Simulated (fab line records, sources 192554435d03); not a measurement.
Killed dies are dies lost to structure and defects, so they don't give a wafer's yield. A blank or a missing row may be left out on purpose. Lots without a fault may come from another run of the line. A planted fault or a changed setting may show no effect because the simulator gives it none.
Split-lot experiment | flow n5_finfet | 7 lots, 21 wafers read, on a route of 1938 steps

THE SPLIT
At N5_SDB_ETCH_17 (etches SiARC in CF4, target depth 23.4 nm, time 39 s), the setting bias_w was moved away from the recipe's 36 W on 8 of the 21 wafers read, by -14.6% to +14.4%. The other wafers ran this setting at the recipe's value.

The reading is taken at the split's own step.

THE READING
rf_vpp_V, in V, at N5_SDB_ETCH_17 (etches SiARC in CF4, target depth 23.4 nm, time 39 s). Fault-free wafers of this fab line usually give 183.9 V, standard deviation 1 V.

wafer  | tool, chamber at the split | bias_w as run, W | against the recipe | rf_vpp_V, V | against lot-mates on the recipe
L075.1 | rie_diel-04, 2             | 36               | recipe             | 184.9       | -
L075.2 | rie_diel-04, 0             | 33.15            | -7.9%              | 174.5       | -9.8
L075.5 | rie_diel-04, 2             | 36               | recipe             | 183.6       | -
L082.1 | rie_diel-04, 0             | 36               | recipe             | 182.4       | -
L082.2 | rie_diel-04, 3             | 36               | recipe             | 184.0       | -
L082.4 | rie_diel-04, 0             | 36               | recipe             | 182.0       | -
L087.3 | rie_diel-01, 1             | 31.1             | -13.6%             | 168.9       | -13.6
L087.5 | rie_diel-01, 2             | 31.1             | -13.6%             | 168.1       | -14.4
L087.6 | rie_diel-01, 1             | 36               | recipe             | 182.5       | -
L090.4 | rie_diel-01, 2             | 36               | recipe             | 185.3       | -
L090.5 | rie_diel-01, 1             | 36               | recipe             | 184.1       | -
L090.6 | rie_diel-01, 0             | 36               | recipe             | 185.0       | -
L091.3 | rie_diel-05, 0             | 36               | recipe             | 183.5       | -
L091.4 | rie_diel-05, 1             | 40.58            | +12.7%             | 199.1       | +15.6
L091.5 | rie_diel-05, 1             | 40.58            | +12.7%             | 197.5       | +14.0
L092.1 | rie_diel-01, 0             | 30.73            | -14.6%             | 165.4       | -19.4
L092.4 | rie_diel-01, 2             | 30.73            | -14.6%             | 166.8       | -18.0
L092.5 | rie_diel-01, 0             | 36               | recipe             | 184.8       | -
L097.3 | rie_diel-01, 0             | 36               | recipe             | 184.9       | -
L097.4 | rie_diel-01, 2             | 41.19            | +14.4%             | 202.1       | +17.5
L097.5 | rie_diel-01, 2             | 36               | recipe             | 184.3       | -

THE FIT
A straight line over all 21 wafers: rf_vpp_V changes by +1.18 V for each +1% of bias_w; r = +0.99; the points scatter about the line by 1 V.
The same after taking each lot's own level away (the mean of its wafers on the recipe; 21 wafers): +1.17 V for each +1%; r = +0.99; scatter 1 V.
On that fit, the largest move of bias_w shifts the reading by 17 V.
The lots' own levels span 182.50 to 184.80 V, that is 2.3 times the standard deviation above.
So the lot-to-lot level changes the slope little: the two slopes agree.
Check: with one of the wafers moved furthest among these (-14.6%) left out of the fit, the line predicts -16.7 V for it against its lot-mates. It came out at -19.4 V against them.
Tool readings at the split's step, against how far the setting was moved: rf_vpp_V r = +0.99.

OTHER SPLITS ON THESE WAFERS
These wafers also went through other splits before the reading. Each is held against what the fit with the lots' levels taken away leaves over:
other split on the same wafers | wafers away from the commonest value | r with rf_vpp_V (lot level and that fit taken away)
N5_SD_EPI_N_PEB_07 peb_temp_c  | 5                                    | -0.33

THE FILE'S OWN FIT
rf_vpp_V changes by +1.18 V for each +1% of bias_w, r = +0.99.
